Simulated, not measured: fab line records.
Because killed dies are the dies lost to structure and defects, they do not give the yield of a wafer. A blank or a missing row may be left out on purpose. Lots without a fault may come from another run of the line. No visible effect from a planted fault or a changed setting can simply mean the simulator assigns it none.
fab line records | flow n5-finfet
record lots=13 | wafers=39 | last-day=19
route steps=1938 shown BEOL_M6@1253 MIM_TOP@1838 MIM_TOP_LITHO@1848 PASSIVATION@1936
lots that met no fault: taken from a fault-free run of the same line
start-h: the number of hours between the record's first day and the start of the first shown wafer of the lot | wait-h: hours elapsed since this lot's preceding step | " as in the row above | L1.1+2: a row that stands for several wafers | - no value, or no start was given | * or withheld: withheld | < > ~ a bound
route shown NAME@n: NAME is a module with steps in the file, n the number in the route of the first one | usual: mean/standard deviation taken from wafers without a fault | same: alike in all rows | chamber/n: place in a boat | sites: per-site readings | _std_site: their standard deviation | _edge_site: inner sites' mean taken away from outer sites' mean | radius-mm: how far each site lies from the wafer's centre | mask NAME#n: copy n | behind: the tool/chamber that last shaped the wafer | hold: what put the lot on hold/how long, in hours/how the hold closed | device: the transistor (n, p or np) that didn't switch | end of line: the tests these same wafers got at the end of their route | for a step that has no rows: nothing shown but its recipe | killed: the dies lost at the first sort to structure and to defects; this is not the yield of the wafer | map: the dies of a wafer, with x for killed, . for not killed, _ for no die there
set.NAME: the setting as run; set.NAME@STEP: as run at that earlier step | model.NAME: the simulator's own value behind a step, which no gauge read
steps of the route over a sample of lots; a table a step, a row a wafer
services: from which hour (start-h, from the record's first day; less than 0 if before it) a tool's chamber was out of use, for how many hours, and why
## steps
# step N5_BEOL_M6_CVD_78
# recipe material=Co | target-thk-a=20 | temp-c=withheld | precursor=CCTBA/H2 | pressure-torr=30 | time-s=142.3
lot.wafer  | tool      | chamber | start-h | wait-h
L604.2+4+5 | cvd-co-01 | 1,2,0   | 223.51  | 0.1
L607.1+2+6 | cvd-co-01 | 0,2,2   | 227.55  | 0.0
L606.2+3+6 | cvd-co-02 | 2,1,2   | 232.64  | 0.0
L612.2+3+4 | cvd-co-02 | 2,1,2   | 271.87  | 0.0
L615.2+5+6 | cvd-co-02 | 1,2,0   | 279.52  | 0.1
L613.1+4+5 | cvd-co-02 | 2,1,2   | 279.61  | 0.1
L617.2+3+4 | cvd-co-01 | 1,0,1   | 300.82  | 0.3
L618.1+5+6 | cvd-co-01 | 2,2,1   | 312.16  | 0.5
L619.3+4+5 | cvd-co-01 | 2,2,0   | 313.95  | 0.0
L623.1+2+5 | cvd-co-02 | 0,2,0   | 353.60  | 0.1
L625.2+3+6 | cvd-co-02 | 2,1,1   | 354.37  | 0.2
L624.1+4+5 | cvd-co-01 | 2,0,1   | 356.01  | 0.0
L626.3+4+5 | cvd-co-02 | 2,0,1   | 359.22  | 0.1
# step N5_MIM_TOP_SPUTTER_03
# recipe material=TiN | target-thk-a=350 | temp-c=200 | power-w=3000 | chamber-pressure-pa=0.49996 | gas=Ar | reactive-partial-pa=0.37997 | time-s=89.7
# usual chamber-pressure-pa=0.5000/0.00094 | throttle-valve-pct=30.4/0.93
lot.wafer | tool           | chamber | start-h | wait-h | chamber-pressure-pa | throttle-valve-pct
L604.2    | pvd-sputter-02 | -       | 301.06  | 0.0    | 0.4990              | 31.9
L604.4    | "              | -       | "       | "      | 0.5010              | 30.1
L604.5    | "              | -       | "       | "      | 0.4997              | 31.8
L607.1    | pvd-sputter-02 | -       | 311.76  | 0.0    | 0.5006              | 29.7
L607.2    | "              | -       | "       | "      | 0.4998              | 30.1
L607.6    | "              | -       | "       | "      | 0.4997              | 30.1
L606.2    | pvd-sputter-02 | -       | 313.38  | 0.0    | 0.4994              | 30.2
L606.3    | "              | -       | "       | "      | 0.4999              | 29.5
L606.6    | "              | -       | "       | "      | 0.5010              | 31.7
L612.2    | pvd-sputter-01 | -       | 364.96  | 0.0    | 0.4986              | 30.0
L612.3    | "              | -       | "       | "      | 0.4998              | 30.7
L612.4    | "              | -       | "       | "      | 0.5001              | 28.1
L615.2    | pvd-sputter-03 | -       | 366.64  | 0.0    | 0.4989              | 30.2
L615.5    | "              | -       | "       | "      | 0.4997              | 30.2
L615.6    | "              | -       | "       | "      | 0.4992              | 29.9
L613.1    | pvd-sputter-02 | -       | 374.17  | 0.0    | 0.5019              | 30.1
L613.4    | "              | -       | "       | "      | 0.5004              | 30.2
L613.5    | "              | -       | "       | "      | 0.5006              | 29.6
L617.2    | pvd-sputter-03 | -       | 395.44  | 0.0    | 0.4973              | 31.3
L617.3    | "              | -       | "       | "      | 0.4997              | 29.7
L617.4    | "              | -       | "       | "      | 0.5009              | 30.0
L619.3    | pvd-sputter-02 | -       | 401.76  | 0.0    | 0.5001              | 29.9
L619.4    | "              | -       | "       | "      | 0.4991              | 29.5
L619.5    | "              | -       | "       | "      | 0.4996              | 30.2
L618.1    | pvd-sputter-01 | -       | 405.92  | 0.0    | 0.5020              | 30.0
L618.5    | "              | -       | "       | "      | 0.5009              | 28.5
L618.6    | "              | -       | "       | "      | 0.4992              | 30.4
L623.1    | pvd-sputter-02 | -       | 427.25  | 0.0    | 0.5015              | 30.5
L623.2    | "              | -       | "       | "      | 0.4985              | 29.6
L623.5    | "              | -       | "       | "      | 0.5000              | 32.0
L624.1    | pvd-sputter-01 | -       | 431.67  | 0.0    | 0.5000              | 30.7
L624.4    | "              | -       | "       | "      | 0.5002              | 30.1
L624.5    | "              | -       | "       | "      | 0.5007              | 30.3
L625.2    | pvd-sputter-03 | -       | 434.75  | 0.0    | 0.5025              | 31.0
L625.3    | "              | -       | "       | "      | 0.5008              | 31.7
L625.6    | "              | -       | "       | "      | 0.4993              | 30.2
L626.3    | pvd-sputter-03 | -       | 438.71  | 0.0    | 0.5005              | 31.6
L626.4    | "              | -       | "       | "      | 0.4996              | 29.9
L626.5    | "              | -       | "       | "      | 0.4995              | 29.9
# step N5_MIM_TOP_LITHO_OVL_MEAS_11
# recipe points-per-wafer=44
# usual MIM_TOP_OVL=-2/5.9
lot.wafer | tool       | chamber | start-h | wait-h | MIM_TOP_OVL[nm]
L604.2    | overlay-02 | 0       | 301.48  | 0.0    | -3
L604.4    | "          | 0       | "       | "      | 2
L604.5    | "          | 0       | "       | "      | -2
L607.1    | overlay-02 | 0       | 312.31  | 0.0    | -8
L607.2    | "          | 0       | "       | "      | 1
L607.6    | "          | 0       | "       | "      | 5
L606.2    | overlay-02 | 0       | 313.93  | 0.0    | 0
L606.3    | "          | 0       | "       | "      | 3
L606.6    | "          | 0       | "       | "      | -6
L612.2    | overlay-01 | 0       | 365.51  | 0.0    | -3
L612.3    | "          | 0       | "       | "      | -7
L612.4    | "          | 0       | "       | "      | -12
L615.2    | overlay-01 | 0       | 367.06  | 0.0    | -2
L615.5    | "          | 0       | "       | "      | 1
L615.6    | "          | 0       | "       | "      | -1
L613.1    | overlay-01 | 0       | 374.59  | 0.0    | -10
L613.4    | "          | 0       | "       | "      | -2
L613.5    | "          | 0       | "       | "      | -8
L617.2    | overlay-01 | 0       | 395.86  | 0.0    | -9
L617.3    | "          | 0       | "       | "      | -1
L617.4    | "          | 0       | "       | "      | -4
L619.3    | overlay-01 | 0       | 402.31  | 0.0    | -6
L619.4    | "          | 0       | "       | "      | 2
L619.5    | "          | 0       | "       | "      | -4
L618.1    | overlay-02 | 0       | 406.54  | 0.0    | 0
L618.5    | "          | 0       | "       | "      | 0
L618.6    | "          | 0       | "       | "      | 0
L623.1    | overlay-02 | 0       | 427.80  | 0.0    | -10
L623.2    | "          | 0       | "       | "      | 1
L623.5    | "          | 0       | "       | "      | -8
L624.1    | overlay-01 | 0       | 432.21  | 0.0    | 1
L624.4    | "          | 0       | "       | "      | -1
L624.5    | "          | 0       | "       | "      | -4
L625.2    | overlay-02 | 0       | 435.17  | 0.0    | 6
L625.3    | "          | 0       | "       | "      | -3
L625.6    | "          | 0       | "       | "      | 6
L626.3    | overlay-01 | 0       | 439.15  | 0.0    | -8
L626.4    | "          | 0       | "       | "      | 2
L626.5    | "          | 0       | "       | "      | -1
# step N5_PASSIVATION_PROBE_49
# usual defect-limited-yield=91.6/1.4 | killed_at_M0_to_M3=35/10 | killed_at_M4_up=13/4.8 | killed-at-contacts=12/7.2 | killed-at-front-end=36/12 | killed-at-other=4/3.1 | killed-dies=100/17 | killed-open=66/13 | killed-short=32/7.3 | sort_bin_4_leakage=0.00/0.0099 | sort_bin_5_function=5.0/0.94 | sort_bin_6_memory=3.1/0.67 | sort_bin_8_speed=0.01/0.047 | sort-n-pass=1080/17 | sort-yield-pct=91.6/1.4
# same gross-dies=1180 | killed-at-back-side=0
lot.wafer | tool      | chamber | start-h | wait-h | defect-limited-yield[%] | killed_at_M0_to_M3 | killed_at_M4_up | killed-at-contacts | killed-at-front-end | killed-at-other | killed-dies | killed-open | killed-short | sort_bin_4_leakage[%] | sort_bin_5_function[%] | sort_bin_6_memory[%] | sort_bin_8_speed[%] | sort-n-pass | sort-yield-pct[%]
L615.2    | prober-02 | -       | 377.10  | 0.4    | 84.7                    | 42                 | 102             | 7                  | 25                  | 5               | 181         | 60          | 32           | 0                     | 9.7                    | 4.2                  | 0                   | 999         | 84.7
L615.5    | prober-02 | -       | 377.25  | 0.5    | 87.3                    | 42                 | 66              | 4                  | 37                  | 1               | 150         | 59          | 39           | 0                     | 7.7                    | 3.4                  | 0                   | 1030        | 87.3
L615.6    | prober-02 | -       | 377.30  | 0.6    | 87.8                    | 39                 | 71              | 4                  | 26                  | 4               | 144         | 58          | 24           | 0                     | 7.6                    | 3.6                  | 0                   | 1036        | 87.8
L613.1    | prober-01 | -       | 389.60  | 0.0    | 88.2                    | 35                 | 52              | 11                 | 37                  | 4               | 139         | 59          | 35           | 0                     | 6.9                    | 3.8                  | 0                   | 1041        | 88.2
L613.4    | prober-01 | -       | 389.75  | 0.2    | 83.0                    | 29                 | 110             | 8                  | 49                  | 5               | 201         | 63          | 34           | 0                     | 11.3                   | 4.3                  | 0                   | 979         | 83.0
L613.5    | prober-01 | -       | 389.80  | 0.2    | 88.1                    | 29                 | 73              | 12                 | 25                  | 1               | 140         | 64          | 28           | 0                     | 7.9                    | 3.2                  | 0.17                | 1038        | 88.0
# killed by level:class
L615.2 BEOL_M6:unspecified=88 BEOL_M3:geometric-particle:open=13 BEOL_M0_SAQP:geometric-particle:short=10 BEOL_M0_SAQP:geometric-particle:open=10 BEOL_M4:geometric-particle:open=8 FIN_SAQP:geometric-particle:short=6 MOL_CONTACT_COAG:geometric-particle:open=6 FIN_SAQP:geometric-particle:open=5
L615.5 BEOL_M6:unspecified=51 BEOL_M0_SAQP:geometric-particle:short=13 FIN_SAQP:geometric-particle:short=9 BEOL_M4:geometric-particle:open=9 BEOL_M0_SAQP:geometric-particle:open=7 BEOL_M2:geometric-particle:open=7 FIN_SAQP:geometric-particle:open=6 BEOL_M0:geometric-particle:open=5
L615.6 BEOL_M6:unspecified=62 BEOL_M2:geometric-particle:open=17 ILD0:geometric-particle:short=6 BEOL_M0:geometric-particle:open=6 BEOL_M3:geometric-particle:open=6 DUMMY_GATE:geometric-particle:open=5 FIN_SAQP:geometric-particle:open=3 BEOL_M0_SAQP:geometric-particle:short=3
L613.1 BEOL_M6:unspecified=45 BEOL_M0_SAQP:geometric-particle:open=9 BEOL_M0_SAQP:geometric-particle:short=8 FIN_SAQP:geometric-particle:open=7 FIN_SAQP:geometric-particle:short=7 STI_FIN_REVEAL:geometric-particle:open=7 MOL_CONTACT_COAG:geometric-particle:open=7 BEOL_M1:geometric-particle:open=7
L613.4 BEOL_M6:unspecified=104 STI_FIN_REVEAL:geometric-particle:open=15 DUMMY_GATE:geometric-particle:open=9 BEOL_M1:geometric-particle:open=9 MOL_CONTACT_COAG:geometric-particle:open=8 BEOL_M0_SAQP:geometric-particle:short=6 FIN_SAQP:geometric-particle:short=5 FIN_SAQP:geometric-particle:open=4
L613.5 BEOL_M6:unspecified=48 BEOL_M1:geometric-particle:open=11 MOL_CONTACT_COAG:geometric-particle:open=9 BEOL_M4:geometric-particle:open=9 DUMMY_GATE:geometric-particle:open=6 FIN_SAQP:geometric-particle:open=5 BEOL_M0_SAQP:geometric-particle:short=5 FIN_SAQP:geometric-particle:short=4
## services
tool           | chamber | start-h | hours | kind
cvd-co-02      | -       | 214.02  | 0.4   | repair
cvd-co-01      | 2       | 254.90  | 3.5   | repair
cvd-co-02      | -       | 255.23  | 0.4   | repair
pvd-sputter-01 | -       | 272.01  | 0.5   | repair
cvd-co-02      | -       | 305.78  | 6.9   | pm
cvd-co-01      | -       | 321.62  | 1.0   | repair
cvd-co-01      | 1       | 333.33  | -     | clean
cvd-co-01      | 1       | 333.33  | 22.0  | scheduled-down
cvd-co-01      | 1       | 333.33  | 22.0  | vent-cycle
pvd-sputter-02 | -       | 375.57  | 6.0   | repair
pvd-sputter-03 | -       | 378.12  | 2.5   | repair
pvd-sputter-01 | -       | 414.55  | 1.5   | repair
## key
first-sign step=N5_PASSIVATION_PROBE_49 | reading=killed_at_M4_up | direction=up | sigmas=14 | usual=13 | struck=79
effect step=N5_PASSIVATION_PROBE_49 | reading=killed-dies | direction=up | sigmas=3.6 | usual=100 | struck=159
more-kills-born-at N5_BEOL_M6_CVD_78@cvd-co-02=397
met-at N5_BEOL_M6_CVD_78
struck-lots L613,L615
not-acting-at N5_MIM_TOP_SPUTTER_03,N5_MIM_TOP_LITHO_OVL_MEAS_11
onset-between 271.87 279.52
fault kind=chamber-particle-source | tool=cvd-co-02 | chamber=- | onset-h=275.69 | steps=N5_BEOL_M6_CVD_78 | rate-per-visit-cm2=0.41146 | end-h=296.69
